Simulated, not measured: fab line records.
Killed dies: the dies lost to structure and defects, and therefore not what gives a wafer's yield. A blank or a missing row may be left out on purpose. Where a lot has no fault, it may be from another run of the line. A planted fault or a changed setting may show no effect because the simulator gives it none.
Which of the tools did it? || flow nand harc || Sampling: 12 lots, 36 wafers, 4 of 1159 route steps

## WHAT THE GAUGES READ, wafer by wafer
NHARC_A_BONDPAD_OVL_MEAS_35. Usual: overlay x nm 0 nm, standard deviation 5.6; overlay y nm 0 nm, standard deviation 4.6.
{"lot": "L742", "measured": "day 18 03:38", "on": "overlay-01", "overlay x nm (nm)": "-4 -4 -4", "overlay y nm (nm)": "3 3 3", "flag": ""}
{"lot": "L743", "measured": "day 18 10:50", "on": "overlay-01", "overlay x nm (nm)": "0 1 1", "overlay y nm (nm)": "-4 -4 -4", "flag": ""}
{"lot": "L747", "measured": "day 18 15:31", "on": "overlay-01", "overlay x nm (nm)": "6 6 6", "overlay y nm (nm)": "-2 -3 -2", "flag": ""}
{"lot": "L744", "measured": "day 18 15:14", "on": "overlay-02", "overlay x nm (nm)": "7 7 7", "overlay y nm (nm)": "-4 -5 -4", "flag": ""}
{"lot": "L745", "measured": "day 19 03:32", "on": "overlay-02", "overlay x nm (nm)": "5 5 4", "overlay y nm (nm)": "-7 -7 -6", "flag": ""}
{"lot": "L754", "measured": "day 20 12:20", "on": "overlay-02", "overlay x nm (nm)": "6 6 6", "overlay y nm (nm)": "1 1 1", "flag": ""}
{"lot": "L758", "measured": "day 22 03:20", "on": "overlay-01", "overlay x nm (nm)": "-1 -1 -1", "overlay y nm (nm)": "-5 -6 -6", "flag": ""}
{"lot": "L760", "measured": "day 22 21:13", "on": "overlay-02", "overlay x nm (nm)": "4 4 4", "overlay y nm (nm)": "-5 -4 -3", "flag": ""}
{"lot": "L759", "measured": "day 22 22:35", "on": "overlay-02", "overlay x nm (nm)": "-11 -11 -11", "overlay y nm (nm)": "8 8 7", "flag": ""}
{"lot": "L762", "measured": "day 23 01:42", "on": "overlay-01", "overlay x nm (nm)": "5 4 5", "overlay y nm (nm)": "7 7 7", "flag": ""}
{"lot": "L764", "measured": "day 23 16:34", "on": "overlay-02", "overlay x nm (nm)": "-4 -4 -4", "overlay y nm (nm)": "8 8 8", "flag": ""}
{"lot": "L765", "measured": "day 24 00:52", "on": "overlay-01", "overlay x nm (nm)": "-6 -5 -5", "overlay y nm (nm)": "-1 -1 -2", "flag": ""}

## EACH LOT AND THE TOOL THAT RAN IT (in order: tool; ch and the chambers of the sampled wafers; start)
{"lot": "L742", "NHARC_A_BLC_ETCH_16": "rie diel-02 ch 0,1,3, day 17 14:53", "NHARC_A_BLC_DEGAS_30": "pvd sputter-01, day 17 16:29", "NHARC_A_M1_PVD_21": "pvd sputter-02, day 18 00:23"}
{"lot": "L743", "NHARC_A_BLC_ETCH_16": "rie diel-09 ch 0,1,3, day 17 16:53", "NHARC_A_BLC_DEGAS_30": "pvd sputter-02, day 17 18:36", "NHARC_A_M1_PVD_21": "pvd sputter-01, day 18 07:31"}
{"lot": "L747", "NHARC_A_BLC_ETCH_16": "rie diel-09 ch 0,1,3, day 18 02:35", "NHARC_A_BLC_DEGAS_30": "pvd sputter-02, day 18 04:17", "NHARC_A_M1_PVD_21": "pvd sputter-01, day 18 12:04"}
{"lot": "L744", "NHARC_A_BLC_ETCH_16": "rie diel-02 ch 0,1, day 18 02:37", "NHARC_A_BLC_DEGAS_30": "pvd sputter-01, day 18 04:07", "NHARC_A_M1_PVD_21": "pvd sputter-02, day 18 11:53"}
{"lot": "L745", "NHARC_A_BLC_ETCH_16": "rie diel-09 ch 0,1, day 18 12:45", "NHARC_A_BLC_DEGAS_30": "pvd sputter-01, day 18 14:24", "NHARC_A_M1_PVD_21": "pvd sputter-02, day 18 23:45"}
{"lot": "L754", "NHARC_A_BLC_ETCH_16": "rie diel-02 ch 0,1, day 19 23:19", "NHARC_A_BLC_DEGAS_30": "pvd sputter-02, day 20 00:53", "NHARC_A_M1_PVD_21": "pvd sputter-01, day 20 08:52"}
{"lot": "L758", "NHARC_A_BLC_ETCH_16": "rie diel-02 ch 1,2,3, day 21 14:34", "NHARC_A_BLC_DEGAS_30": "pvd sputter-02, day 21 16:04", "NHARC_A_M1_PVD_21": "pvd sputter-02, day 21 23:53"}
{"lot": "L760", "NHARC_A_BLC_ETCH_16": "rie diel-08 ch 1,2,3, day 22 01:29", "NHARC_A_BLC_DEGAS_30": "pvd sputter-03, day 22 02:59", "NHARC_A_M1_PVD_21": "pvd sputter-02, day 22 17:04"}
{"lot": "L759", "NHARC_A_BLC_ETCH_16": "rie diel-08 ch 1,2,3, day 22 04:03", "NHARC_A_BLC_DEGAS_30": "pvd sputter-01, day 22 05:35", "NHARC_A_M1_PVD_21": "pvd sputter-03, day 22 19:03"}
{"lot": "L762", "NHARC_A_BLC_ETCH_16": "rie diel-09 ch 0,2,3, day 22 10:34", "NHARC_A_BLC_DEGAS_30": "pvd sputter-02, day 22 12:12", "NHARC_A_M1_PVD_21": "pvd sputter-03, day 22 22:21"}
{"lot": "L764", "NHARC_A_BLC_ETCH_16": "rie diel-09 ch 1,2,3, day 23 02:29", "NHARC_A_BLC_DEGAS_30": "pvd sputter-01, day 23 04:11", "NHARC_A_M1_PVD_21": "pvd sputter-03, day 23 13:19"}
{"lot": "L765", "NHARC_A_BLC_ETCH_16": "rie diel-02 ch 0,2,3, day 23 07:44", "NHARC_A_BLC_DEGAS_30": "pvd sputter-03, day 23 09:13", "NHARC_A_M1_PVD_21": "pvd sputter-03, day 23 21:27"}
- NHARC_A_BLC_ETCH_16: etches the open film in CF4, target depth 39 nm, time 65 s.
- NHARC_A_BLC_DEGAS_30: time 60 s.
- NHARC_A_M1_PVD_21: deposits Cu, target thk 30 nm, time 20.49 s.

## WHAT THE TOOLS THEMSELVES READ (means of the sampled wafers that have a number; where no wafer has one, the mark that the record gives instead)
NHARC_A_BLC_ETCH_16. Usual: drypump motor current A 5.7 A, standard deviation 0.44; oes product au 0.997 a.u., standard deviation 0.01; rf vpp V 151.4 V, standard deviation 1; showerhead plenum p Torr 1.77 Torr, standard deviation 0.067; throttle valve pct 13.286 %, standard deviation 0.0093.
{"lot": "L742", "tool": "rie diel-02", "drypump motor current A (A)": 5.4, "oes product au (a.u.)": 0.989, "rf vpp V (V)": 152.0, "showerhead plenum p Torr (Torr)": 1.74, "throttle valve pct (%)": 13.283, "flag": ""}
{"lot": "L743", "tool": "rie diel-09", "drypump motor current A (A)": 6.1, "oes product au (a.u.)": 0.987, "rf vpp V (V)": 152.1, "showerhead plenum p Torr (Torr)": 1.81, "throttle valve pct (%)": 13.281, "flag": ""}
{"lot": "L747", "tool": "rie diel-09", "drypump motor current A (A)": 6.1, "oes product au (a.u.)": 1.001, "rf vpp V (V)": 151.7, "showerhead plenum p Torr (Torr)": 1.81, "throttle valve pct (%)": 13.283, "flag": ""}
{"lot": "L744", "tool": "rie diel-02", "drypump motor current A (A)": 5.2, "oes product au (a.u.)": 0.992, "rf vpp V (V)": 151.4, "showerhead plenum p Torr (Torr)": 1.78, "throttle valve pct (%)": 13.285, "flag": ""}
{"lot": "L745", "tool": "rie diel-09", "drypump motor current A (A)": 6.2, "oes product au (a.u.)": 1.004, "rf vpp V (V)": 151.5, "showerhead plenum p Torr (Torr)": 1.78, "throttle valve pct (%)": 13.290, "flag": ""}
{"lot": "L754", "tool": "rie diel-02", "drypump motor current A (A)": 5.4, "oes product au (a.u.)": 0.987, "rf vpp V (V)": 151.2, "showerhead plenum p Torr (Torr)": 1.80, "throttle valve pct (%)": 13.283, "flag": ""}
{"lot": "L758", "tool": "rie diel-02", "drypump motor current A (A)": 5.2, "oes product au (a.u.)": 0.986, "rf vpp V (V)": 149.8, "showerhead plenum p Torr (Torr)": 1.71, "throttle valve pct (%)": 13.278, "flag": ""}
{"lot": "L760", "tool": "rie diel-08", "drypump motor current A (A)": 5.7, "oes product au (a.u.)": 0.993, "rf vpp V (V)": 151.3, "showerhead plenum p Torr (Torr)": 1.77, "throttle valve pct (%)": 13.283, "flag": ""}
{"lot": "L759", "tool": "rie diel-08", "drypump motor current A (A)": 5.7, "oes product au (a.u.)": 0.995, "rf vpp V (V)": 151.5, "showerhead plenum p Torr (Torr)": 1.77, "throttle valve pct (%)": 13.293, "flag": ""}
{"lot": "L762", "tool": "rie diel-09", "drypump motor current A (A)": 6.0, "oes product au (a.u.)": 1.006, "rf vpp V (V)": 151.9, "showerhead plenum p Torr (Torr)": 1.80, "throttle valve pct (%)": 13.292, "flag": ""}
{"lot": "L764", "tool": "rie diel-09", "drypump motor current A (A)": 6.2, "oes product au (a.u.)": 1.000, "rf vpp V (V)": 151.6, "showerhead plenum p Torr (Torr)": 1.81, "throttle valve pct (%)": 13.283, "flag": ""}
{"lot": "L765", "tool": "rie diel-02", "drypump motor current A (A)": 5.4, "oes product au (a.u.)": 1.021, "rf vpp V (V)": 151.5, "showerhead plenum p Torr (Torr)": 1.74, "throttle valve pct (%)": 13.282, "flag": ""}

NHARC_A_BLC_DEGAS_30. Usual: heater power w at 457 W, with a standard deviation of 61.
{"lot": "L742", "tool": "pvd sputter-01", "heater power w (W)": 479, "flag": ""}
{"lot": "L743", "tool": "pvd sputter-02", "heater power w (W)": 427, "flag": ""}
{"lot": "L747", "tool": "pvd sputter-02", "heater power w (W)": 429, "flag": ""}
{"lot": "L744", "tool": "pvd sputter-01", "heater power w (W)": 470, "flag": ""}
{"lot": "L745", "tool": "pvd sputter-01", "heater power w (W)": 508, "flag": ""}
{"lot": "L754", "tool": "pvd sputter-02", "heater power w (W)": 447, "flag": ""}
{"lot": "L758", "tool": "pvd sputter-02", "heater power w (W)": 397, "flag": ""}
{"lot": "L760", "tool": "pvd sputter-03", "heater power w (W)": 468, "flag": ""}
{"lot": "L759", "tool": "pvd sputter-01", "heater power w (W)": 503, "flag": ""}
{"lot": "L762", "tool": "pvd sputter-02", "heater power w (W)": 454, "flag": ""}
{"lot": "L764", "tool": "pvd sputter-01", "heater power w (W)": 504, "flag": ""}
{"lot": "L765", "tool": "pvd sputter-03", "heater power w (W)": 512, "flag": ""}

NHARC_A_M1_PVD_21. Usual: throttle valve pct at 30.0 %, with a standard deviation of 0.74.
{"lot": "L742", "tool": "pvd sputter-02", "throttle valve pct (%)": 29.3, "flag": ""}
{"lot": "L743", "tool": "pvd sputter-01", "throttle valve pct (%)": 30.9, "flag": ""}
{"lot": "L747", "tool": "pvd sputter-01", "throttle valve pct (%)": 29.5, "flag": ""}
{"lot": "L744", "tool": "pvd sputter-02", "throttle valve pct (%)": 29.4, "flag": ""}
{"lot": "L745", "tool": "pvd sputter-02", "throttle valve pct (%)": 29.5, "flag": ""}
{"lot": "L754", "tool": "pvd sputter-01", "throttle valve pct (%)": 29.8, "flag": ""}
{"lot": "L758", "tool": "pvd sputter-02", "throttle valve pct (%)": 29.4, "flag": ""}
{"lot": "L760", "tool": "pvd sputter-02", "throttle valve pct (%)": 29.1, "flag": ""}
{"lot": "L759", "tool": "pvd sputter-03", "throttle valve pct (%)": 30.1, "flag": ""}
{"lot": "L762", "tool": "pvd sputter-03", "throttle valve pct (%)": 30.2, "flag": ""}
{"lot": "L764", "tool": "pvd sputter-03", "throttle valve pct (%)": 30.5, "flag": ""}
{"lot": "L765", "tool": "pvd sputter-03", "throttle valve pct (%)": 30.4, "flag": ""}

## THE ANSWER, worked out from the rows above alone
Rule: lot off if the mean of its wafers having a number is beyond 3 standard deviations from the usual mean. Also off: a lot with no number at a reading for which 4 or more lots have one. Where the step has rows for the other lots, those lots are counted as sound. After the gauges, taken in route order, come the tools' own readings; for these a lot's mean is taken, as printed above. At the first step where some lot is off, the reading lying furthest off is the one used; lots without a number count as furthest.
No lot is off on any of the readings shown, so nothing can be concluded from this.

## WHAT THE SIMULATOR PUT IN
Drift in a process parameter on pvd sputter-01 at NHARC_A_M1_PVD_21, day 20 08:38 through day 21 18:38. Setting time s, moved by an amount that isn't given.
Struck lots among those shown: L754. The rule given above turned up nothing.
